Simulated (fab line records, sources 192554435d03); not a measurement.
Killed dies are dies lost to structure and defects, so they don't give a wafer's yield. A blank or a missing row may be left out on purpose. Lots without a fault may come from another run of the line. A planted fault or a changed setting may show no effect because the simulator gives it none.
fab line records | flow n5_finfet | part 1 of 2: steps 1 to 19 of 28
record lots=5 wafers=15 last_day=17
route steps=1938 shown BEOL_M10@1504
lots that met no fault: from a run of the same line without faults
start_h: hours from the record's first day to the start of the lot's first wafer shown | wait_h: hours since the lot's step before | " the same as in the row above | L1.1+2: a row that stands for several wafers | - no value, or no start given | * or withheld: withheld | < > ~ a bound
route shown NAME@n: a module of which the file shows steps, and the number in the route of the first | usual: mean/standard deviation of fault-free wafers | same: alike in all rows | chamber/n: place in a boat | sites: the reading at each site | _std_site: their standard deviation | _edge_site: outer sites' mean less inner sites' | radius_mm: how far each site lies from the wafer's centre | mask NAME#n: copy n | behind: the tool/chamber that last shaped the wafer | hold: why the lot was held/for how many hours/how that ended | device: the transistor (n, p or np) that didn't switch | end of line: the same wafers' tests at the end of the route | a step without rows: its recipe alone | killed: dies lost to structure and defects at the first sort, not the wafer's yield | map: a wafer's dies, x killed, . not, _ none there
set.NAME: the setting as run; set.NAME@STEP: as run at that earlier step | model.NAME: the simulator's own value behind a step, which no gauge read
lots at some steps of the route; a table a step, a row a wafer
services: from which hour (start_h, from the record's first day; less than 0 if before it) a tool's chamber was out of use, for how many hours, and why
## steps
# step N5_BEOL_M10_INSPECT_30
# recipe mode=adi inspect_instrument=brightfield
# usual raw_defect_count=399/90
# columns lot.wafer tool chamber start_h wait_h raw_defect_count
L084.4 defect_inspect-02 - 286.18 0.0 407
L084.5 " - " " 535
L084.6 " - " " 278
L088.2 defect_inspect-02 - 305.13 0.0 376
L088.5 " - " " 387
L088.6 " - " " 296
L094.3 defect_inspect-01 - 345.19 0.0 517
L094.4 " - " " 273
L094.5 " - " " 348
L096.1 defect_inspect-02 - 348.52 0.0 295
L096.3 " - " " 298
L096.6 " - " " 423
L095.3 defect_inspect-02 - 350.98 0.0 495
L095.5 " - " " 490
L095.6 " - " " 371
# step N5_BEOL_M10_DESCUM_33
# recipe chemistry=O2 time_s=7.9 source_power_w=50 bias_power_w=20 pressure_mtorr=20 rf_frequency_hz=2.712e+07 temp_c=40 resist=CAR-ArF o2_flow_sccm=225
# usual drypump_motor_current_A=5.6/0.5 oes_product_au=0.81/0.081 rf_vpp_V=243.1/1.1 showerhead_plenum_p_Torr=2.09/0.052 throttle_valve_pct=20.33/0.2
# same time_s=7.9
# columns lot.wafer tool chamber start_h wait_h drypump_motor_current_A oes_product_au rf_hours_counter_h rf_vpp_V showerhead_plenum_p_Torr throttle_valve_pct
L084.4 rie_diel-04 3 286.23 0.0 5.5 0.76 - 243.7 2.09 20.47
L084.5 " 2 " " 5.1 0.84 - 242.3 2.10 20.14
L084.6 " 0 " " 6.2 0.79 - 243.5 2.11 19.99
L088.2 rie_diel-06 1 305.24 0.1 5.3 0.83 58 244.1 2.13 20.48
L088.5 " 1 " " 5.3 0.83 - 244.5 2.13 20.50
L088.6 " 2 " " 6.1 0.79 - 242.2 2.03 20.45
L094.3 rie_diel-04 1 345.22 0.0 5.5 0.99 1 243.7 2.06 20.28
L094.4 " 3 " " 5.5 0.74 179 243.9 2.08 20.52
L094.5 " 2 " " 5.2 0.82 - 243.7 2.10 20.17
L096.1 rie_diel-06 3 348.63 0.1 5.0 0.92 35 241.9 2.05 20.27
L096.3 " 1 " " 5.3 0.81 75 244.6 2.12 20.51
L096.6 " 3 " " 5.0 0.91 - 241.8 2.05 20.27
L095.3 rie_diel-04 0 351.01 0.0 6.3 0.77 124 243.8 2.10 20.02
L095.5 " 3 " " 5.5 0.74 - 242.1 2.08 20.50
L095.6 " 2 " " 5.1 0.82 - 242.4 2.10 20.17
# step N5_BEOL_M10_ETCH_65
# recipe chemistry=CF4 target=SiARC target_depth_a=390 mask_material=CAR-ArF time_s=65 ion_energy_ev=80 pressure_mtorr=40 source_w=545 bias_w=36 Ar_flow_sccm=100 cf4_flow_sccm=100 ends=cleared
# usual drypump_motor_current_A=5.6/0.5 etch_rf_on_time_s=64.3/1.2 oes_product_au=0.69/0.068 rf_vpp_V=184.1/1.1 showerhead_plenum_p_Torr=2.14/0.053 throttle_valve_pct=15.52/0.19
# columns lot.wafer tool chamber start_h wait_h drypump_motor_current_A etch_rf_on_time_s oes_product_au rf_hours_counter_h rf_vpp_V showerhead_plenum_p_Torr throttle_valve_pct
L084.4 rie_diel-04 3 286.27 0.0 5.5 64.2 0.64 - 184.0 2.14 15.66
L084.5 " 2 " " 5.1 62.7 0.74 - 184.5 2.17 15.41
L084.6 " 0 " " 6.3 64.0 0.68 - 184.5 2.16 15.22
L088.2 rie_diel-06 1 305.27 0.0 5.3 65.6 0.71 58 183.5 2.17 15.60
L088.5 " 1 " " 5.3 65.4 0.71 - 185.8 2.17 15.59
L088.6 " 2 " " 6.1 65.3 0.67 - 182.1 2.07 15.57
L094.3 rie_diel-04 1 345.26 0.0 5.5 62.6 0.84 1 185.0 2.10 15.32
L094.4 " 3 " " 5.5 64.4 0.63 179 182.6 2.13 15.73
L094.5 " 2 " " 5.1 62.5 0.71 - 181.6 2.16 15.43
L096.1 rie_diel-06 3 348.66 0.0 5.0 63.0 0.78 35 183.2 2.10 15.45
L096.3 " 1 " " 5.3 66.4 0.68 75 185.0 2.16 15.65
L096.6 " 3 " " 5.0 62.8 0.79 - 184.1 2.10 15.42
L095.3 rie_diel-04 0 351.05 0.0 6.3 64.1 0.66 124 183.5 2.16 15.27
L095.5 " 3 " " 5.5 63.6 0.63 - 183.7 2.13 15.73
L095.6 " 2 " " 5.1 62.6 0.71 - 184.7 2.16 15.43
# step N5_BEOL_M10_ETCH_66
# recipe chemistry=N2/H2 target=SOC target_depth_a=1200 overetch_a=240 mask_material=SiARC temp_c=40 time_s=180 ion_energy_ev=200 pressure_mtorr=30 source_w=840 bias_w=150 n2_flow_sccm=200 h2_flow_sccm=200
# usual drypump_motor_current_A=5.6/0.51 oes_product_au=0.65/0.062 rf_vpp_V=523.9/1.9 showerhead_plenum_p_Torr=2.55/0.063 throttle_valve_pct=17.75/0.22
# same time_s=180
# columns lot.wafer tool chamber start_h wait_h drypump_motor_current_A oes_product_au rf_hours_counter_h rf_vpp_V showerhead_plenum_p_Torr throttle_valve_pct
L084.4 rie_diel-04 3 286.36 0.1 5.5 0.61 - 522.7 2.54 17.92
L084.5 " 2 " " 5.2 0.67 - 524.5 2.56 17.58
L084.6 " 0 " " 6.2 0.63 - 524.9 2.57 17.34
L088.2 rie_diel-06 1 305.32 0.0 5.3 0.67 58 524.2 2.58 17.81
L088.5 " 1 " " 5.3 0.67 - 523.3 2.58 17.81
L088.6 " 2 " " 6.1 0.64 - 521.9 2.46 17.83
L094.3 rie_diel-04 1 345.31 0.0 5.5 0.77 2 522.2 2.50 17.67
L094.4 " 3 " " 5.5 0.59 179 524.0 2.53 17.96
L094.5 " 2 " " 5.2 0.66 - 523.6 2.55 17.63
L096.1 rie_diel-06 3 348.71 0.0 5.0 0.73 35 521.7 2.50 17.75
L096.3 " 1 " " 5.3 0.66 75 524.4 2.58 17.85
L096.6 " 3 " " 5.0 0.73 - 522.5 2.50 17.75
L095.3 rie_diel-04 0 351.10 0.0 6.3 0.62 124 523.3 2.55 17.38
L095.5 " 3 " " 5.5 0.59 - 523.1 2.53 17.96
L095.6 " 2 " " 5.1 0.65 - 525.1 2.55 17.61
# step N5_BEOL_M10_STRIP_69
# recipe chemistry=N2/H2 temp_c=40 n2_flow_sccm=200 h2_flow_sccm=200 rf_frequency_hz=6e+07
# columns lot.wafer tool chamber start_h wait_h
L084.4+5+6 rie_diel-04 3,2,0 286.42 0.0
L088.2+5+6 rie_diel-06 1,1,2 305.43 0.1
L094.3+4+5 rie_diel-04 1,3,2 345.42 0.1
L096.1+3+6 rie_diel-06 3,1,3 348.83 0.1
L095.3+5+6 rie_diel-04 0,3,2 351.21 0.1
# step N5_BEOL_M10_VIA_ETCH_34
# recipe chemistry=C4F6/O2 target=SiCOH_lowk target_depth_a=1845 mask_material=SOC taper_deg=4 time_s=69.2 ion_energy_ev=250 pressure_mtorr=30 source_w=345 bias_w=185 Ar_flow_sccm=300 C4F6_flow_sccm=10 O2_flow_sccm=10
# usual drypump_motor_current_A=5.6/0.5 oes_product_au=0.81/0.081 rf_vpp_V=664/6.3 showerhead_plenum_p_Torr=2.85/0.07 throttle_valve_pct=20.83/0.17
# same time_s=69.2
# columns lot.wafer tool chamber start_h wait_h drypump_motor_current_A oes_product_au rf_hours_counter_h rf_vpp_V showerhead_plenum_p_Torr throttle_valve_pct
L084.4 rie_diel-04 3 286.45 0.0 5.5 0.75 - 673 2.85 21.00
L084.5 " 2 " " 5.1 0.84 - 664 2.88 20.73
L084.6 " 0 " " 6.3 0.79 - 674 2.88 20.50
L088.2 rie_diel-06 1 305.44 0.0 5.3 0.82 59 665 2.89 20.93
L088.5 " 1 " " 5.3 0.83 - 665 2.89 20.93
L088.6 " 2 " " 6.1 0.78 - 665 2.76 20.94
L094.3 rie_diel-04 1 345.43 0.0 5.5 0.99 2 658 2.79 20.67
L094.4 " 3 " " 5.5 0.74 179 672 2.84 21.04
L094.5 " 2 " " 5.1 0.83 - 662 2.87 20.77
L096.1 rie_diel-06 3 348.84 0.0 5.0 0.92 35 658 2.78 20.76
L096.3 " 1 " " 5.3 0.81 75 666 2.88 20.96
L096.6 " 3 " " 5.0 0.92 - 658 2.78 20.76
L095.3 rie_diel-04 0 351.22 0.0 6.3 0.77 124 675 2.87 20.55
L095.5 " 3 " " 5.5 0.73 - 672 2.84 21.06
L095.6 " 2 " " 5.2 0.83 - 663 2.87 20.76
# step N5_BEOL_M10_STRIP_73
# recipe chemistry=C4F6/O2 resist=SiARC rf_frequency_hz=6e+07
# columns lot.wafer tool chamber start_h wait_h
L084.4+5+6 rie_diel-04 3,2,0 286.48 0.0
L088.2+5+6 rie_diel-06 1,1,2 305.50 0.0
L094.3+4+5 rie_diel-04 1,3,2 345.49 0.0
L096.1+3+6 rie_diel-06 3,1,3 348.89 0.0
L095.3+5+6 rie_diel-04 0,3,2 351.27 0.0
# step N5_BEOL_M10_STRIP_36
# recipe chemistry=N2/H2 power_w=450 temp_c=40 pressure_mtorr=20 rf_frequency_hz=6e+07 overash_fraction=0.3 bias_power_w=7 h2_frac=0.5 n2_flow_sccm=200 h2_flow_sccm=200
# usual drypump_motor_current_A=5.6/0.5 oes_product_au=0.81/0.081 rf_vpp_V=59.4/1.9 showerhead_plenum_p_Torr=2.54/0.063 throttle_valve_pct=23.59/0.25
# columns lot.wafer tool chamber start_h wait_h drypump_motor_current_A oes_product_au rf_hours_counter_h rf_vpp_V showerhead_plenum_p_Torr throttle_valve_pct
L084.4 rie_diel-04 3 286.50 0.0 5.5 0.76 - 59.6 2.54 23.78
L084.5 " 2 " " 5.1 0.85 - 59.1 2.55 23.43
L084.6 " 0 " " 6.2 0.79 - 58.1 2.56 23.05
L088.2 rie_diel-06 1 305.51 0.0 5.3 0.82 59 57.7 2.58 23.63
L088.5 " 1 " " 5.3 0.82 - 60.1 2.58 23.60
L088.6 " 2 " " 6.1 0.79 - 56.3 2.46 23.69
L094.3 rie_diel-04 1 345.50 0.0 5.4 0.99 2 58.9 2.50 23.63
L094.4 " 3 " " 5.5 0.74 179 58.9 2.52 23.81
L094.5 " 2 " " 5.2 0.82 - 56.9 2.54 23.49
L096.1 rie_diel-06 3 348.90 0.0 5.0 0.90 35 60.1 2.49 23.69
L096.3 " 1 " " 5.3 0.82 75 60.5 2.57 23.62
L096.6 " 3 " " 5.0 0.89 - 61.9 2.49 23.60
L095.3 rie_diel-04 0 351.28 0.0 6.2 0.76 124 60.2 2.55 23.11
L095.5 " 3 " " 5.5 0.74 - 61.6 2.52 23.82
L095.6 " 2 " " 5.1 0.82 - 61.1 2.55 23.45
# step N5_BEOL_M10_TRENCH_ETCH_37
# recipe chemistry=C4F6/O2 target_depth_a=1488.3 target=SiCOH_lowk time_s=48 ion_energy_ev=250 pressure_mtorr=30 source_w=345 bias_w=185 Ar_flow_sccm=300 C4F6_flow_sccm=10 O2_flow_sccm=10
# usual drypump_motor_current_A=5.6/0.5 oes_product_au=0.81/0.08 rf_vpp_V=664/6.2 showerhead_plenum_p_Torr=2.85/0.07 throttle_valve_pct=20.85/0.17
# same time_s=48
# columns lot.wafer tool chamber start_h wait_h drypump_motor_current_A oes_product_au rf_hours_counter_h rf_vpp_V showerhead_plenum_p_Torr throttle_valve_pct
L084.4 rie_diel-04 3 - - 5.5 0.75 - 672 2.85 21.04
L084.5 " 2 " " 5.1 0.85 - 665 2.88 20.75
L084.6 " 0 " " 6.3 0.79 - 675 2.88 20.55
L088.2 rie_diel-06 1 - - 5.3 0.83 59 666 2.88 20.96
L088.5 " 1 " " 5.3 0.83 - 666 2.88 20.96
L088.6 " 2 " " 6.1 0.79 - 664 2.77 20.94
L094.3 rie_diel-04 1 - - 5.5 0.97 2 660 2.79 20.70
L094.4 " 3 " " 5.5 0.74 179 673 2.84 21.05
L094.5 " 2 " " 5.1 0.83 - 664 2.87 20.78
L096.1 rie_diel-06 3 - - 5.0 0.91 35 656 2.78 20.78
L096.3 " 1 " " 5.3 0.80 75 665 2.88 20.97
L096.6 " 3 " " 5.0 0.91 - 658 2.78 20.76
L095.3 rie_diel-04 0 - - 6.2 0.76 124 675 2.87 20.59
L095.5 " 3 " " 5.5 0.73 - 671 2.84 21.06
L095.6 " 2 " " 5.2 0.83 - 663 2.87 20.77
# step N5_BEOL_M10_ETCH_41
# recipe chemistry=CH3F/O2 target=SiCN target_depth_a=426 taper_deg=2 time_s=86 ion_energy_ev=120 mask_material=TiN pressure_mtorr=30 source_w=395 bias_w=75 Ar_flow_sccm=150 CH3F_flow_sccm=30 O2_flow_sccm=20
# usual drypump_motor_current_A=5.6/0.5 oes_product_au=0.81/0.08 rf_vpp_V=297.5/1.3 showerhead_plenum_p_Torr=2.00/0.051 throttle_valve_pct=16.24/0.19
# same time_s=86
# columns lot.wafer tool chamber start_h wait_h drypump_motor_current_A oes_product_au rf_hours_counter_h rf_vpp_V showerhead_plenum_p_Torr throttle_valve_pct
L084.4 rie_diel-04 3 - - 5.5 0.76 - 299.0 2.01 16.41
L084.5 " 2 " " 5.2 0.86 - 297.2 2.03 16.10
L084.6 " 0 " " 6.2 0.79 - 298.6 2.03 15.95
L088.2 rie_diel-06 1 - - 5.3 0.83 59 298.9 2.03 16.33
L088.5 " 1 " " 5.3 0.83 - 300.0 2.03 16.34
L088.6 " 2 " " 6.1 0.79 - 297.4 1.94 16.32
L094.3 rie_diel-04 1 - - 5.5 0.98 2 296.6 1.96 16.04
L094.4 " 3 " " 5.5 0.74 179 298.3 2.00 16.46
L094.5 " 2 " " 5.2 0.84 - 298.3 2.02 16.16
L096.1 rie_diel-06 3 - - 5.0 0.93 35 296.4 1.95 16.12
L096.3 " 1 " " 5.3 0.81 75 297.2 2.02 16.37
L096.6 " 3 " " 5.0 0.92 - 296.3 1.95 16.13
L095.3 rie_diel-04 0 - - 6.2 0.77 124 297.1 2.02 15.99
L095.5 " 3 " " 5.5 0.73 - 296.9 2.00 16.47
L095.6 " 2 " " 5.2 0.83 - 297.4 2.02 16.15
# step N5_BEOL_M10_STRIP_77
# recipe chemistry=N2/H2 time_s=10 power_w=450 temp_c=40 pressure_mtorr=20 rf_frequency_hz=6e+07 bias_power_w=7 n2_flow_sccm=200 h2_flow_sccm=200
# usual drypump_motor_current_A=5.6/0.51 oes_product_au=0.81/0.08 rf_vpp_V=59.1/0.86 showerhead_plenum_p_Torr=2.54/0.063 throttle_valve_pct=23.59/0.25
# same time_s=10
# columns lot.wafer tool chamber start_h wait_h drypump_motor_current_A oes_product_au rf_hours_counter_h rf_vpp_V showerhead_plenum_p_Torr throttle_valve_pct
L084.4 rie_diel-04 3 - - 5.5 0.74 - 58.7 2.54 23.78
L084.5 " 2 " " 5.2 0.84 - 60.1 2.55 23.43
L084.6 " 0 " " 6.3 0.79 - 58.3 2.56 23.06
L088.2 rie_diel-06 1 - - 5.3 0.83 59 60.9 2.58 23.59
L088.5 " 1 " " 5.3 0.83 - 60.2 2.58 23.60
L088.6 " 2 " " 6.1 0.79 - 58.6 2.46 23.70
L094.3 rie_diel-04 1 - - 5.5 0.98 2 58.0 2.50 23.63
L094.4 " 3 " " 5.5 0.73 179 59.5 2.52 23.82
L094.5 " 2 " " 5.1 0.82 - 59.2 2.55 23.45
L096.1 rie_diel-06 3 - - 5.0 0.91 35 59.0 2.49 23.64
L096.3 " 1 " " 5.3 0.81 75 59.6 2.57 23.61
L096.6 " 3 " " 5.0 0.91 - 58.5 2.49 23.63
L095.3 rie_diel-04 0 - - 6.3 0.77 124 58.6 2.55 23.10
L095.5 " 3 " " 5.5 0.74 - 60.4 2.52 23.81
L095.6 " 2 " " 5.2 0.82 - 59.2 2.54 23.47
# step N5_BEOL_M10_OCD_MEAS_38
# usual trench_depth_nm=149.6/2.3
# columns lot.wafer tool chamber start_h wait_h trench_depth_nm
L084.4 ocd-02 - 286.71 - 149.2
L084.5 " - " " 151.7
L084.6 " - " " 149.7
L088.2 ocd-02 - 305.73 - 148.2
L088.5 " - " " 147.4
L088.6 " - " " 147.6
L094.3 ocd-02 - 345.72 - 151.7
L094.4 " - " " 149.5
L094.5 " - " " 151.1
L096.1 ocd-02 - 349.12 - 153.0
L096.3 " - " " 146.1
L096.6 " - " " 150.6
L095.3 ocd-02 - 351.51 - 149.3
L095.5 " - " " 148.2
L095.6 " - " " 151.9
# step N5_BEOL_M10_HM_STRIP_39
# recipe chemistry=peroxide_tin_strip material=TiN target_depth_a=250 temp_c=50 time_s=158
# same time_s=158
# columns lot.wafer tool chamber start_h wait_h
L084.4+5+6 wet_bench-01 4,6,0 286.74 0.0
L088.2+5+6 wet_bench-06 5,6,2 305.76 0.0
L094.3+4+5 wet_bench-06 6,0,3 345.75 0.0
L096.1+3+6 wet_bench-05 2,0,1 349.15 0.0
L095.3+5+6 wet_bench-05 6,7,5 351.54 0.0
# step N5_BEOL_M10_SRD_40
# recipe time_s=30 temp_c=23 rinse_liquid=diw dry=ipa_marangoni
# same time_s=30
# columns lot.wafer tool chamber start_h wait_h
L084.4+5+6 wet_bench-01 4,6,0 286.79 0.0
L088.2+5+6 wet_bench-06 5,6,2 305.81 0.0
L094.3+4+5 wet_bench-06 6,0,3 345.80 0.0
L096.1+3+6 wet_bench-05 2,0,1 349.20 0.0
L095.3+5+6 wet_bench-05 6,7,5 351.59 0.0
# step N5_BEOL_M10_PRECLEAN_42
# recipe chemistry=residue_remover time_s=60 temp_c=40
# same time_s=60
# columns lot.wafer tool chamber start_h wait_h
L084.4+5+6 wet_bench-01 4,6,0 286.81 0.0
L088.2+5+6 wet_bench-06 5,6,2 305.82 0.0
L094.3+4+5 wet_bench-06 6,0,3 345.81 0.0
L096.1+3+6 wet_bench-05 2,0,1 349.22 0.0
L095.3+5+6 wet_bench-05 6,7,5 351.60 0.0
# step N5_BEOL_M10_SRD_43
# recipe time_s=30 temp_c=23 rinse_liquid=diw dry=ipa_marangoni
# same time_s=30
# columns lot.wafer tool chamber start_h wait_h
L084.4+5+6 wet_bench-01 4,6,0 286.83 0.0
L088.2+5+6 wet_bench-06 5,6,2 305.84 0.0
L094.3+4+5 wet_bench-06 6,0,3 345.83 0.0
L096.1+3+6 wet_bench-05 2,0,1 349.23 0.0
L095.3+5+6 wet_bench-05 6,7,5 351.62 0.0
# step N5_BEOL_M10_CD_MEAS_35
# recipe target_cd_nm=70 polarity=opening
# usual cd_nm=70.1/0.48
# columns lot.wafer tool chamber start_h wait_h cd_nm
L084.4 cd_sem-01 - 286.87 0.0 70.2
L084.5 " - " " 69.4
L084.6 " - " " 70.2
L088.2 cd_sem-02 - 305.88 0.0 70.5
L088.5 " - " " 69.3
L088.6 " - " " 69.9
L094.3 cd_sem-02 - 345.87 0.0 69.7
L094.4 " - " " 70.0
L094.5 " - " " 69.3
L096.1 cd_sem-02 - 349.27 0.0 69.9
L096.3 " - " " 70.4
L096.6 " - " " 70.8
L095.3 cd_sem-02 - 351.66 0.0 70.4
L095.5 " - " " 70.4
L095.6 " - " " 69.5
# step N5_BEOL_M10_CURE_72
# recipe temp_c=370 time_s=120 ambient=DMADMS/He material=SiCOH_lowk
# usual lamp_power_pct=52.31/0.056 wafer_temp_C_max=371.7/0.52
# same time_s=120
# columns lot.wafer tool chamber start_h wait_h lamp_power_pct wafer_temp_C_max
L084.4 uv_cure-02 1 287.06 0.2 52.26 371.7
L084.5 " 1 " " 52.24 371.9
L084.6 " 1 " " 52.28 372.5
L088.2 uv_cure-02 0 305.97 0.1 52.34 372.2
L088.5 " 0 " " 52.32 372.1
L088.6 " 0 " " 52.29 372.3
L094.3 uv_cure-03 1 346.01 0.1 52.22 371.2
L094.4 " 1 " " 52.36 370.9
L094.5 " 1 " " 52.37 370.9
L096.1 uv_cure-03 0 349.32 0.0 52.34 370.6
L096.3 " 0 " " 52.26 371.5
L096.6 " 0 " " 52.28 371.1
L095.3 uv_cure-01 2 351.80 0.1 52.37 371.9
L095.5 " 2 " " 52.36 371.8
L095.6 " 2 " " 52.24 372.2
# step N5_BEOL_M10_DEGAS_44
# recipe ambient=vacuum temp_c=250 time_s=60
# usual heater_power_w=340/39
# same time_s=60
# columns lot.wafer tool chamber start_h wait_h heater_power_w
L084.4 pvd_sputter-03 - 287.36 0.3 300
L084.5 " - " " 296
L084.6 " - " " 296
L088.2 pvd_sputter-01 - 306.43 0.4 394
L088.5 " - " " 320
L088.6 " - " " 391
L094.3 pvd_sputter-01 - 346.42 0.4 310
L094.4 " - " " 354
L094.5 " - " " 372
L096.1 pvd_sputter-02 - 350.09 0.7 392
L096.3 " - " " 316
L096.6 " - " " 391
L095.3 pvd_sputter-01 - 352.03 0.2 313
L095.5 " - " " 365
L095.6 " - " " 388
